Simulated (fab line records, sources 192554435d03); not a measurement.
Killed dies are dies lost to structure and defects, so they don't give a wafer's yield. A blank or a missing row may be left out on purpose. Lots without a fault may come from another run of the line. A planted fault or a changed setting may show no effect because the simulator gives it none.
fab line records | flow n5_finfet
record lots=9 wafers=26 last_day=17
route steps=1938 shown BEOL_M0@716 BEOL_M4@1111 PASSIVATION@1936
lots that met no fault: from a run of the same line without faults
start_h: hours from the record's first day to the start of the lot's first wafer shown | wait_h: hours since the lot's step before | " the same as in the row above | L1.1+2: a row that stands for several wafers | - no value, or no start given | * or withheld: withheld | < > ~ a bound
route shown NAME@n: a module of which the file shows steps, and the number in the route of the first | usual: mean/standard deviation of fault-free wafers | same: alike in all rows | chamber/n: place in a boat | sites: the reading at each site | _std_site: their standard deviation | _edge_site: outer sites' mean less inner sites' | radius_mm: how far each site lies from the wafer's centre | mask NAME#n: copy n | behind: the tool/chamber that last shaped the wafer | hold: why the lot was held/for how many hours/how that ended | device: the transistor (n, p or np) that didn't switch | end of line: the same wafers' tests at the end of the route | a step without rows: its recipe alone | killed: dies lost to structure and defects at the first sort, not the wafer's yield | map: a wafer's dies, x killed, . not, _ none there
set.NAME: the setting as run; set.NAME@STEP: as run at that earlier step | model.NAME: the simulator's own value behind a step, which no gauge read
steps of the route over a sample of lots; a table a step, a row a wafer
services: from which hour (start_h, from the record's first day; less than 0 if before it) a tool's chamber was out of use, for how many hours, and why
## steps
# step N5_BEOL_M0_HM_OPEN_105
# recipe chemistry=Cl2/BCl3 target_depth_a=120 target=TiN ion_energy_ev=150 pressure_mtorr=10 icp_w=1000 bias_w=126 Cl2_flow_sccm=53.25 bcl3_flow_sccm=21.75 Ar_flow_sccm=25
# usual drypump_motor_current_A=5.71/0.18 oes_ar_750_au=0.76/0.06 oes_product_au=0.77/0.07 throttle_valve_pct=21.84/0.16
# columns lot.wafer tool chamber start_h wait_h drypump_motor_current_A oes_ar_750_au oes_product_au rf_hours_counter_h throttle_valve_pct
L161.2 rie_metal-02 1 125.88 0.2 5.84 0.72 0.71 64 22.00
L161.5 " 1 " " 5.85 0.71 0.72 - 22.00
L161.6 " 0 " " 5.79 0.85 0.88 - 21.96
L162.1 rie_metal-01 1 137.37 3.6 5.63 0.72 0.72 60 21.81
L162.2 " 0 " " 5.51 0.73 0.72 58 21.57
L162.4 " 0 " " 5.53 0.72 0.72 - 21.55
L163.4 rie_metal-03 0 140.42 5.5 5.97 0.86 0.87 - 21.80
L163.5 " 0 " " 5.97 0.86 0.89 - 21.79
L163.6 " 1 " " 5.40 0.83 0.85 - 21.75
L168.2 rie_metal-03 1 169.68 0.7 5.38 0.82 0.84 25 21.77
L168.5 " 1 " " 5.36 0.81 0.84 - 21.77
L168.6 " 0 " " 5.94 0.85 0.87 - 21.82
L170.2 rie_metal-02 1 180.43 0.8 5.82 0.72 0.71 67 22.02
L170.4 " 0 " " 5.80 0.82 0.84 - 22.04
L170.6 " 1 " " 5.84 0.71 0.70 - 22.04
L176.3 rie_metal-01 1 220.37 1.4 5.61 0.71 0.71 - 21.80
L176.4 " 0 " " 5.55 0.71 0.70 - 21.59
L176.5 " 1 " " 5.62 0.70 0.71 - 21.81
L177.2 rie_metal-01 0 224.88 1.6 5.54 0.71 0.70 67 21.57
L177.3 " 0 " " 5.54 0.71 0.69 - 21.59
L177.4 " 1 " " 5.67 0.70 0.71 - 21.81
L180.5 rie_metal-02 1 239.42 0.5 5.83 0.70 0.69 - 22.03
L180.6 " 0 " " 5.86 0.79 0.81 - 22.01
L182.4 rie_metal-03 0 257.27 3.8 5.97 0.83 0.85 - 21.81
L182.5 " 0 " " 5.97 0.83 0.85 - 21.81
L182.6 " 1 " " 5.41 0.80 0.82 - 21.75
# step N5_BEOL_M0_ETCH_109
# recipe chemistry=CH3F/O2 target_depth_a=80 overetch_a=24 target=SiCN time_s=27.4 ion_energy_ev=120 pressure_mtorr=30 source_w=395 bias_w=75 Ar_flow_sccm=150 CH3F_flow_sccm=30 O2_flow_sccm=20
# usual drypump_motor_current_A=5.7/0.39 oes_product_au=0.67/0.061 rf_vpp_V=297.5/1.7 showerhead_plenum_p_Torr=2.01/0.066 throttle_valve_pct=16.34/0.26
# columns lot.wafer tool chamber start_h wait_h drypump_motor_current_A oes_product_au rf_hours_counter_h rf_vpp_V showerhead_plenum_p_Torr throttle_valve_pct
L161.2 rie_diel-04 2 126.51 0.0 5.5 0.64 157 297.0 1.99 16.42
L161.5 " 2 " " 5.5 0.64 - 297.6 1.99 16.42
L161.6 " 3 " " 6.1 0.65 - 296.5 1.92 16.02
L162.1 rie_diel-01 0 138.48 0.0 6.5 0.80 16 300.8 2.12 15.92
L162.2 " 1 " " 5.4 0.64 182 297.2 2.01 16.63
L162.4 " 0 " " 6.5 0.80 - 299.7 2.12 15.92
L163.4 rie_diel-04 1 140.98 0.0 5.5 0.63 214 298.1 2.05 16.65
L163.5 " 0 " " 5.9 0.65 - 296.4 1.93 16.08
L163.6 " 1 " " 5.5 0.61 - 297.3 2.05 16.65
L168.2 rie_diel-06 1 170.50 0.2 5.7 0.58 244 296.3 1.88 16.65
L168.5 " 0 " " 6.0 0.63 - 296.7 1.91 16.71
L168.6 " 3 " " 6.0 0.66 - 298.0 2.00 16.19
L170.2 rie_diel-04 0 181.30 0.0 5.9 0.64 141 294.0 1.93 16.09
L170.4 " 1 " " 5.5 0.61 228 299.2 2.05 16.67
L170.6 " 2 " " 5.5 0.63 - 297.2 1.99 16.48
L176.3 rie_diel-01 2 220.89 0.0 5.3 0.76 26 298.7 2.05 16.28
L176.4 " 1 " " 5.3 0.62 211 296.7 2.00 16.69
L176.5 " 1 " " 5.4 0.62 - 296.7 2.00 16.70
L177.2 rie_diel-01 3 225.78 0.4 5.4 0.67 97 298.1 2.01 16.42
L177.3 " 0 " " 6.5 0.72 48 299.5 2.11 15.98
L177.4 " 2 " " 5.3 0.75 27 298.0 2.05 16.31
L180.5 rie_diel-01 3 240.55 0.1 5.4 0.68 - 299.2 2.01 16.43
L180.6 " 0 " " 6.5 0.73 - 299.3 2.11 15.97
L182.4 rie_diel-01 1 258.19 0.3 5.3 0.62 222 295.8 1.99 16.72
L182.5 " 0 " " 6.5 0.73 - 301.1 2.11 16.00
L182.6 " 3 " " 5.4 0.68 - 297.1 2.01 16.44
# step N5_BEOL_M0_ALD_136
# recipe material=TaN target_thk_a=* temp_c=275 ald_precursor_family=PDMAT ald_co_reactant=NH3 pressure_torr=3 carrier_flow_sccm=1500 pulse_time_s=2 purge_time_s=3 co_reactant_purge_time_s=2 co_reactant_pulse_time_s=3 ald_cycles=30 precursor_vessel_temp_c=75 precursor_vessel_pressure_torr=26.25 precursor_vessel_carrier_sccm=1000
# usual ald_cycles=30/0 heater_power_w=407/45
# same co_reactant_purge_time_s=2
# columns lot.wafer tool chamber start_h wait_h ald_cycles heater_power_w
L161.2 ald_metal-04 0 127.35 0.0 30 333
L161.5 " 0 " " 30 336
L161.6 " 1 " " 30 364
L162.1 ald_metal-02 1 139.13 0.1 30 420
L162.2 " 0 " " 30 427
L162.4 " 2 " " 30 500
L163.4 ald_metal-02 0 141.29 0.1 30 427
L163.5 " 1 " " 30 422
L163.6 " 0 " " 30 435
L168.2 ald_metal-04 1 172.35 0.0 30 359
L168.5 " 2 " " 30 398
L168.6 " 3 " " 30 389
L170.2 ald_metal-04 1 182.13 0.2 30 358
L170.4 " 0 " " 30 335
L170.6 " 2 " " 30 396
L176.3 ald_metal-02 1 221.18 0.0 19 427
L176.4 " 2 " " 19 493
L176.5 " 2 " " 19 492
L177.2 ald_metal-02 0 226.54 0.0 19 423
L177.3 " 2 " " 19 496
L177.4 " 1 " " 19 424
L180.5 ald_metal-01 1 240.96 0.1 30 412
L180.6 " 2 " " 30 440
L182.4 ald_metal-01 1 258.83 0.1 30 421
L182.5 " 0 " " 30 405
L182.6 " 1 " " 30 411
# step N5_BEOL_M0_ANNEAL_135
# recipe temp_c=400 time_s=60 ambient=vacuum
# usual heater_power_w=794/79
# columns lot.wafer tool chamber start_h wait_h heater_power_w
L161.2 pvd_sputter-03 - 128.22 0.0 760
L161.5 " - " " 752
L161.6 " - " " 749
L162.1 pvd_sputter-03 - 140.25 0.0 918
L162.2 " - " " 723
L162.4 " - " " 753
L163.4 pvd_sputter-01 - 144.06 0.0 784
L163.5 " - " " 696
L163.6 " - " " 893
L168.2 pvd_sputter-01 - 173.30 0.0 712
L168.5 " - " " 893
L168.6 " - " " 815
L170.2 pvd_sputter-02 - 183.01 0.0 807
L170.4 " - " " 708
L170.6 " - " " 708
L176.3 pvd_sputter-01 - 222.12 0.0 932
L176.4 " - " " 770
L176.5 " - " " 721
L177.2 pvd_sputter-01 - 227.55 0.0 791
L177.3 " - " " 710
L177.4 " - " " 861
L180.5 pvd_sputter-02 - 243.37 0.0 724
L180.6 " - " " 694
L182.4 pvd_sputter-03 - 259.71 0.0 743
L182.5 " - " " 761
L182.6 " - " " 927
# step N5_BEOL_M0_CMP_120
# recipe stop_on=SiOC t_overpolish_s=6.9 down_force_psi=1 platen_rpm=50 clearing_platen_down_force_psi=1.5 clearing_platen_rpm=50 post_cmp_clean=cu_alkaline clearing_platen_pad_velocity_m_s=0.99484 pad_velocity_m_s=0.99484
# usual barrier_field_endpoint_s=3.60/0.12 head_pressure_psi=1.0002/0.0023 motor_current_A=5.9/0.56
# columns lot.wafer tool chamber start_h wait_h barrier_field_endpoint_s head_pressure_psi motor_current_A
L161.2 cmp-01 1 129.06 0.3 3.57 0.9956 5.6
L161.6 " 2 " " 3.69 0.9991 6.5
L161.5 " 3 " " 3.61 0.9989 6.0
L162.4 cmp-03 0 141.04 0.2 3.62 0.9963 5.4
L162.1 " 1 " " 3.56 0.9989 6.6
L162.2 " 2 " " 3.73 0.9989 5.0
L163.4 cmp-04 2 144.70 0.2 3.48 0.9972 5.9
L163.5 " 3 " " 3.37 1.0009 6.6
L163.6 " 0 " " 3.63 1.0017 5.1
L168.2 cmp-01 3 173.99 0.2 3.42 1.0037 5.7
L168.6 " 2 " " 3.62 0.9995 6.2
L168.5 " 3 " " 3.51 1.0017 6.2
L170.4 cmp-01 1 183.59 0.1 3.70 1.0028 5.6
L170.2 " 3 " " 3.59 0.9995 5.6
L170.6 " 2 " " 3.69 0.9972 6.4
L176.4 cmp-01 0 222.79 0.3 2.89 1.0005 6.2
L176.3 " 3 " " 2.90 1.0004 5.8
L176.5 " 1 " " 3.08 0.9964 5.6
L177.4 cmp-01 0 228.16 0.1 2.88 1.0023 6.2
L177.3 " 1 " " 2.97 0.9986 5.7
L177.2 " 2 " " 2.87 1.0004 6.3
L180.5 cmp-04 0 244.19 0.2 3.71 1.0016 5.0
L180.6 " 1 " " 3.67 1.0024 6.3
L182.4 cmp-03 1 260.28 0.2 3.35 1.0015 6.4
L182.6 " 0 " " 3.49 1.0025 5.1
L182.5 " 1 " " 3.35 1.0022 6.3
# step N5_BEOL_M4_RC_MEAS_101
# usual DIBL_N=36.6/1.8 DIBL_P=37.1/2.1 IOFF_N=0.17/0.033 IOFF_P=0.23/0.039 ION_N=681/13 ION_P=467/8.7 SS_N=71.6/0.59 SS_P=73.4/0.63 VT_N=249/3.4 VT_P=-249/3.7
# columns lot.wafer tool chamber start_h wait_h DIBL_N[mV/V] DIBL_P[mV/V] IOFF_N[nA/um] IOFF_P[nA/um] ION_N[uA/um] ION_P[uA/um] SS_N[mV/dec] SS_P[mV/dec] VT_N[mV] VT_P[mV]
L161.2 prober-01 0 184.07 0.2 38.0 40.2 0.19 0.25 693 471 71.1 73.5 245 -248
L161.5 " 0 " " 38.2 38.5 0.18 0.21 672 456 71.4 72.3 249 -251
L161.6 " 0 " " 38.5 40.0 0.18 0.24 686 468 71.2 73.1 249 -248
L162.1 prober-01 0 187.13 0.0 35.2 36.8 0.16 0.22 696 476 71.5 72.8 249 -247
L162.2 " 0 " " 35.8 37.1 0.16 0.22 666 458 71.5 72.9 252 -248
L162.4 " 0 " " 37.4 38.8 0.18 0.25 673 458 72.4 72.8 249 -249
L163.4 prober-01 0 188.52 0.9 35.7 34.3 0.13 0.18 659 458 71.4 73.7 254 -255
L163.5 " 0 " " 39.7 39.0 0.20 0.24 683 468 72.0 74.4 248 -250
L163.6 " 0 " " 36.5 35.1 0.15 0.18 682 461 71.5 73.4 248 -254
L168.2 prober-02 0 220.59 0.2 39.0 41.3 0.22 0.27 684 464 72.2 73.6 246 -247
L168.5 " 0 " " 38.1 40.6 0.20 0.27 695 481 72.2 73.1 247 -246
L168.6 " 0 " " 36.4 38.9 0.15 0.22 670 471 71.5 72.7 250 -248
L170.2 prober-02 0 224.17 0.2 35.0 36.9 0.19 0.24 702 475 71.3 74.0 242 -244
L170.4 " 0 " " 35.6 37.5 0.17 0.25 679 473 71.4 73.4 247 -245
L170.6 " 0 " " 38.1 40.6 0.24 0.33 701 479 72.0 74.9 240 -242
L176.3 prober-01 0 271.44 0.3 35.4 34.9 0.14 0.18 671 463 71.5 72.5 251 -253
L176.4 " 0 " " 35.7 35.0 0.15 0.19 667 456 72.1 72.5 251 -252
L176.5 " 0 " " 35.4 34.0 0.13 0.17 672 462 71.3 73.2 251 -254
L177.2 prober-01 0 285.85 0.2 41.1 37.9 0.23 0.26 681 464 72.8 73.4 247 -248
L177.3 " 0 " " 38.7 36.7 0.17 0.24 688 470 71.3 73.5 252 -248
L177.4 " 0 " " 42.3 40.7 0.27 0.31 699 473 72.5 74.0 245 -246
L180.5 prober-01 0 292.24 0.6 41.7 43.4 0.33 0.40 728 499 72.3 75.2 237 -238
L180.6 " 0 " " 36.8 36.5 0.17 0.23 681 472 71.1 73.5 248 -248
L182.4 prober-01 0 300.35 0.5 37.6 36.1 0.19 0.23 680 465 71.9 73.3 248 -248
L182.5 " 0 " " 35.7 34.1 0.15 0.19 683 460 71.6 72.8 249 -250
L182.6 " 0 " " 35.8 33.4 0.14 0.19 659 454 71.4 72.7 251 -250
# step N5_PASSIVATION_PROBE_49
# usual defect_limited_yield=91.1/1.4 killed_at_M0_to_M3=32/9.4 killed_at_M4_up=14/5.1 killed_at_contacts=11/5.5 killed_at_front_end=44/13 killed_at_other=4/3.2 killed_dies=104/16 killed_open=70/12 killed_short=33/7.8 sort_bin_4_leakage=0.01/0.057 sort_bin_5_function=5.1/0.91 sort_bin_6_memory=3.4/0.63 sort_n_pass=1075/16 sort_yield_pct=91.2/1.4
# same gross_dies=1180 killed_at_back_side=0 sort_bin_8_speed[%]=0
# columns lot.wafer tool chamber start_h wait_h defect_limited_yield[%] killed_at_M0_to_M3 killed_at_M4_up killed_at_contacts killed_at_front_end killed_at_other killed_dies killed_open killed_short sort_bin_4_leakage[%] sort_bin_5_function[%] sort_bin_6_memory[%] sort_n_pass sort_yield_pct[%]
L161.2 prober-01 - 287.97 0.1 92.6 32 15 7 30 3 87 57 30 0 3.8 3.3 1093 92.6
L161.5 prober-01 - 288.12 0.2 92.5 28 19 14 28 0 89 61 27 0 4.3 3.1 1091 92.5
L161.6 prober-01 - 288.17 0.3 93.2 30 16 8 23 3 80 50 30 0 3.9 2.7 1100 93.2
L168.2 prober-01 - 332.08 0.1 88.2 26 22 8 77 6 139 97 40 0 7.1 4.3 1041 88.2
L168.5 prober-01 - 332.23 0.2 87.7 28 21 16 77 3 145 100 44 0 8.3 3.7 1035 87.7
L168.6 prober-01 - 332.28 0.3 88.1 32 11 9 83 5 140 101 38 0 7.3 4.2 1040 88.1
L170.2 prober-02 - 333.74 0.1 91.6 21 15 18 38 7 99 67 31 0 5.0 3.1 1081 91.6
L170.4 prober-02 - 333.84 0.2 91.9 22 11 19 40 3 95 68 27 0 4.1 3.9 1085 91.9
L170.6 prober-02 - 333.94 0.3 92.4 19 16 18 28 9 90 54 34 0 4.0 3.4 1090 92.4
L177.2 prober-01 - 384.28 0.1 89.1 43 10 21 53 2 129 89 39 0 6.3 4.2 1051 89.1
L177.3 prober-01 - 384.33 0.1 88.6 47 24 16 46 2 135 92 42 0 6.9 4.2 1045 88.6
L177.4 prober-01 - 384.38 0.2 89.7 32 22 4 51 12 121 79 41 0 6.1 3.6 1059 89.7
# killed by level:class
L161.2 FIN_SAQP:geometric_particle:short=7 MOL_CONTACT_COAG:geometric_particle:open=7 BEOL_M0_SAQP:geometric_particle:short=7 BEOL_M3:geometric_particle:open=7 FIN_SAQP:geometric_particle:open=6 BEOL_M0_SAQP:geometric_particle:open=5 BEOL_M1:geometric_particle:open=4 BEOL_M3:geometric_particle:short=4
L161.5 MOL_CONTACT_COAG:geometric_particle:open=11 BEOL_M4:geometric_particle:open=9 BEOL_M0_SAQP:geometric_particle:open=8 BEOL_M0_SAQP:geometric_particle:short=6 BEOL_M3:geometric_particle:open=6 STI_FIN_REVEAL:geometric_particle:open=5 FIN_SAQP:geometric_particle:short=4 DUMMY_GATE:geometric_particle:open=4
L161.6 BEOL_M0_SAQP:geometric_particle:short=12 BEOL_M0_SAQP:geometric_particle:open=7 BEOL_M1:geometric_particle:open=7 FIN_SAQP:geometric_particle:short=6 MOL_CONTACT_COAG:geometric_particle:open=6 BEOL_M4:geometric_particle:open=5 GATE_CUT:geometric_particle:short=4 BEOL_M6:geometric_particle:open=3
L168.2 STI_FIN_REVEAL:geometric_particle:open=21 FIN_SAQP:geometric_particle:open=18 BEOL_M4:geometric_particle:open=14 FIN_SAQP:geometric_particle:short=8 BEOL_M1:geometric_particle:open=7 MOL_CONTACT_COAG:geometric_particle:open=5 GATE_CUT:geometric_particle:short=5 BEOL_M0_SAQP:geometric_particle:open=5
L168.5 FIN_SAQP:geometric_particle:open=15 STI_FIN_REVEAL:geometric_particle:open=13 FIN_SAQP:geometric_particle:short=12 MOL_CONTACT_COAG:geometric_particle:open=12 DUMMY_GATE:geometric_particle:open=8 BEOL_M4:geometric_particle:open=8 BEOL_M1:geometric_particle:open=7 BEOL_M0_SAQP:geometric_particle:open=6
L168.6 FIN_SAQP:geometric_particle:open=26 STI_FIN_REVEAL:geometric_particle:open=13 BEOL_M1:geometric_particle:open=8 BEOL_M0_SAQP:geometric_particle:open=8 DUMMY_GATE:geometric_particle:open=7 MOL_CONTACT_COAG:geometric_particle:open=7 BEOL_M4:geometric_particle:open=6 GATE_CUT:geometric_particle:short=5
L170.2 MOL_CONTACT_COAG:geometric_particle:open=14 BEOL_M2:geometric_particle:open=7 GATE_CUT:geometric_particle:open=7 STI_FIN_REVEAL:geometric_particle:open=6 FIN_SAQP:geometric_particle:short=5 ILD0:geometric_particle:short=5 BEOL_M3:geometric_particle:open=5 MOL_CONTACT_COAG:geometric_particle:short=4
L170.4 MOL_CONTACT_COAG:geometric_particle:open=15 STI_FIN_REVEAL:geometric_particle:open=12 FIN_SAQP:geometric_particle:open=6 BEOL_M2:geometric_particle:open=6 ILD0:geometric_particle:open=5 BEOL_M1:geometric_particle:open=5 STI_FIN_REVEAL:geometric_particle:short=4 GATE_CUT:geometric_particle:short=4
L170.6 MOL_CONTACT_COAG:geometric_particle:open=14 BEOL_M2:geometric_particle:open=7 BEOL_M4:geometric_particle:open=5 BEOL_M6:geometric_particle:open=5 MIM_TOP_ETCH:geometric_particle:open=4 MOL_CONTACT_COAG:geometric_particle:short=4 BEOL_M0:geometric_particle:open=4 BEOL_M5:geometric_particle:short=4
L177.2 STI_FIN_REVEAL:geometric_particle:open=25 MOL_CONTACT_COAG:geometric_particle:open=17 BEOL_M0_SAQP:geometric_particle:open=12 BEOL_M0_SAQP:geometric_particle:short=11 BEOL_M2:geometric_particle:open=6 BEOL_M2:geometric_particle:short=5 FIN_SAQP:geometric_particle:short=4 FIN_SAQP:geometric_particle:open=4
L177.3 STI_FIN_REVEAL:geometric_particle:open=20 MOL_CONTACT_COAG:geometric_particle:open=13 BEOL_M4:geometric_particle:open=12 BEOL_M3:geometric_particle:open=10 BEOL_M0_SAQP:geometric_particle:short=9 BEOL_M0_SAQP:geometric_particle:open=8 BEOL_M0:geometric_particle:open=8 FIN_SAQP:geometric_particle:short=7
L177.4 STI_FIN_REVEAL:geometric_particle:open=15 BEOL_M4:geometric_particle:open=11 FIN_SAQP:geometric_particle:short=9 DUMMY_GATE:geometric_particle:open=9 BEOL_M0_SAQP:geometric_particle:open=6 BEOL_M3:geometric_particle:open=6 FIN_SAQP:geometric_particle:open=5 BEOL_M0_SAQP:geometric_particle:short=5
## services
# columns tool chamber start_h hours kind
ald_metal-04 - 102.15 0.8 repair
cmp-03 - 103.38 1.7 repair
cmp-03 - 105.53 9.4 pm
pvd_sputter-03 - 113.78 3.1 repair
cmp-03 - 116.23 5.0 pm
rie_diel-01 2 127.75 5.9 repair
rie_metal-02 1 139.59 31.4 repair
cmp-01 - 152.15 1.9 repair
rie_metal-01 - 163.39 0.5 repair
ald_metal-02 3 168.49 27.0 repair
cmp-03 - 173.99 0.4 repair
ald_metal-02 2 177.30 7.2 repair
cmp-03 - 191.08 4.0 repair
rie_metal-02 - 207.27 0.2 repair
rie_metal-03 - 212.34 28.1 pm
cmp-01 - 215.29 4.0 pm
ald_metal-02 2 228.44 25.2 repair
rie_diel-04 3 231.06 9.3 repair
pvd_sputter-03 - 233.49 3.4 repair
cmp-01 - 239.60 2.1 repair
rie_diel-04 2 245.90 6.5 repair
cmp-01 - 246.61 1.4 repair
cmp-03 - 253.60 5.8 pm
rie_metal-01 0 257.98 2.9 repair
## key
first_sign step=N5_BEOL_M0_ALD_136 reading=ald_cycles direction=down sigmas=99+ usual=* struck=*
effect step=N5_BEOL_M0_CMP_120 reading=barrier_field_endpoint_s direction=down sigmas=5.8 usual=3.60 struck=2.93
met_at N5_BEOL_M0_ALD_136
struck_lots L176,L177
not_acting_at N5_BEOL_M0_HM_OPEN_105,N5_BEOL_M0_ETCH_109,N5_BEOL_M0_ANNEAL_135
onset_between 141.29 221.18
fault kind=process_parameter_drift tool=ald_metal-02 chamber=- onset_h=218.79 steps=N5_BEOL_M0_ALD_136 channel=ald_cycles offset=* shape=step end_h=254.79 acts_in=* stated=*
